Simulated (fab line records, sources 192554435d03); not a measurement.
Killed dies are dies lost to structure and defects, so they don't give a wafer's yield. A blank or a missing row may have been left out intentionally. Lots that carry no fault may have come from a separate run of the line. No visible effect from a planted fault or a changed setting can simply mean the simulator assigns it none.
Matching of chambers || flow n5 finfet || N5_BEOL_M2_DESCUM_33 on rie diel-04 has 4 sister chambers
The step chemistry O2, time 7 s. 16 wafers are shown with their chamber, then 8 later ones without.

EACH WAFER AND ITS CHAMBER
{"wafer": "L075.1", "chamber": 0, "showerhead plenum p Torr (Torr)": 2.20, "drypump motor current A (A)": 6.5, "rf vpp V (V)": 245.0}
{"wafer": "L075.3", "chamber": 1, "showerhead plenum p Torr (Torr)": 2.23, "drypump motor current A (A)": 6.1, "rf vpp V (V)": 245.4}
{"wafer": "L075.4", "chamber": 0, "showerhead plenum p Torr (Torr)": 2.20, "drypump motor current A (A)": 6.5, "rf vpp V (V)": 245.5}
{"wafer": "L079.3", "chamber": 0, "showerhead plenum p Torr (Torr)": 2.20, "drypump motor current A (A)": 6.5, "rf vpp V (V)": 244.7}
{"wafer": "L079.5", "chamber": 1, "showerhead plenum p Torr (Torr)": 2.23, "drypump motor current A (A)": 6.1, "rf vpp V (V)": 245.5}
{"wafer": "L079.6", "chamber": 2, "showerhead plenum p Torr (Torr)": 2.08, "drypump motor current A (A)": 5.8, "rf vpp V (V)": 241.6}
{"wafer": "L083.1", "chamber": 0, "showerhead plenum p Torr (Torr)": 2.19, "drypump motor current A (A)": 6.5, "rf vpp V (V)": 243.5}
{"wafer": "L083.2", "chamber": 1, "showerhead plenum p Torr (Torr)": 2.22, "drypump motor current A (A)": 6.1, "rf vpp V (V)": 243.6}
{"wafer": "L083.4", "chamber": 1, "showerhead plenum p Torr (Torr)": 2.22, "drypump motor current A (A)": 6.1, "rf vpp V (V)": 244.1}
{"wafer": "L084.1", "chamber": 0, "showerhead plenum p Torr (Torr)": 2.19, "drypump motor current A (A)": 6.6, "rf vpp V (V)": 244.6}
{"wafer": "L084.2", "chamber": 1, "showerhead plenum p Torr (Torr)": 2.22, "drypump motor current A (A)": 6.1, "rf vpp V (V)": 244.2}
{"wafer": "L084.3", "chamber": 3, "showerhead plenum p Torr (Torr)": 2.23, "drypump motor current A (A)": 5.9, "rf vpp V (V)": 244.7}
{"wafer": "L089.1", "chamber": 1, "showerhead plenum p Torr (Torr)": 2.22, "drypump motor current A (A)": 6.1, "rf vpp V (V)": 244.7}
{"wafer": "L089.3", "chamber": 3, "showerhead plenum p Torr (Torr)": 2.22, "drypump motor current A (A)": 6.0, "rf vpp V (V)": 245.7}
{"wafer": "L089.6", "chamber": 0, "showerhead plenum p Torr (Torr)": 2.19, "drypump motor current A (A)": 6.5, "rf vpp V (V)": 244.0}
{"wafer": "L088.1", "chamber": 2, "showerhead plenum p Torr (Torr)": 2.07, "drypump motor current A (A)": 5.8, "rf vpp V (V)": 242.0}

SIGNATURES (averages over the wafers above)
{"reading": "showerhead plenum p Torr", "chamber 0": 2.1950, "chamber 1": 2.2233, "chamber 2": 2.0750, "chamber 3": 2.2250, "scatter within a chamber": 0.00565}
{"reading": "drypump motor current A", "chamber 0": 6.517, "chamber 1": 6.100, "chamber 2": 5.800, "chamber 3": 5.950, "scatter within a chamber": 0.0333}
{"reading": "rf vpp V", "chamber 0": 244.550, "chamber 1": 244.583, "chamber 2": 241.800, "chamber 3": 245.200, "scatter within a chamber": 0.706}
Rule: a wafer's distance from a chamber is the root of the sum, over the readings, of the square of ((its reading less the chamber's mean) divided by the reading's scatter). If the next closest chamber is less than 2 further off than the closest, the wafer can't be placed; otherwise it belongs to the closest. The scatter: the root of (the sum of the squares of (reading less its chamber's mean) over the shown wafers, divided by (wafers less chambers)).

WAFERS WHOSE CHAMBER IS MISSING
{"wafer": "L088.3", "showerhead plenum p Torr (Torr)": 2.19, "drypump motor current A (A)": 6.5, "rf vpp V (V)": 245.4}
{"wafer": "L088.4", "showerhead plenum p Torr (Torr)": 2.22, "drypump motor current A (A)": 6.1, "rf vpp V (V)": 244.9}
{"wafer": "L094.1", "showerhead plenum p Torr (Torr)": 2.07, "drypump motor current A (A)": 5.7, "rf vpp V (V)": 242.2}
{"wafer": "L094.2", "showerhead plenum p Torr (Torr)": 2.18, "drypump motor current A (A)": 6.5, "rf vpp V (V)": 243.5}
{"wafer": "L094.5", "showerhead plenum p Torr (Torr)": 2.21, "drypump motor current A (A)": 6.1, "rf vpp V (V)": 246.6}
{"wafer": "L096.1", "showerhead plenum p Torr (Torr)": 2.07, "drypump motor current A (A)": 5.7, "rf vpp V (V)": 242.6}
{"wafer": "L096.4", "showerhead plenum p Torr (Torr)": 2.18, "drypump motor current A (A)": 6.5, "rf vpp V (V)": 245.5}
{"wafer": "L096.5", "showerhead plenum p Torr (Torr)": 2.21, "drypump motor current A (A)": 6.1, "rf vpp V (V)": 245.7}

WHICH CHAMBER EACH ONE RAN IN
{"wafer": "L088.3", "from the rows above": 0, "in truth": 0}
{"wafer": "L088.4", "from the rows above": 1, "in truth": 1}
{"wafer": "L094.1", "from the rows above": 2, "in truth": 2}
{"wafer": "L094.2", "from the rows above": 0, "in truth": 0}
{"wafer": "L094.5", "from the rows above": "can't be placed: 1 or 3", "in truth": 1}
{"wafer": "L096.1", "from the rows above": 2, "in truth": 2}
{"wafer": "L096.4", "from the rows above": 0, "in truth": 0}
{"wafer": "L096.5", "from the rows above": 1, "in truth": 1}
Placed correctly: 7 of 8. From these rows, 1 cannot be placed; in 1 the true chamber is one of the candidates. 0 placed wrongly.
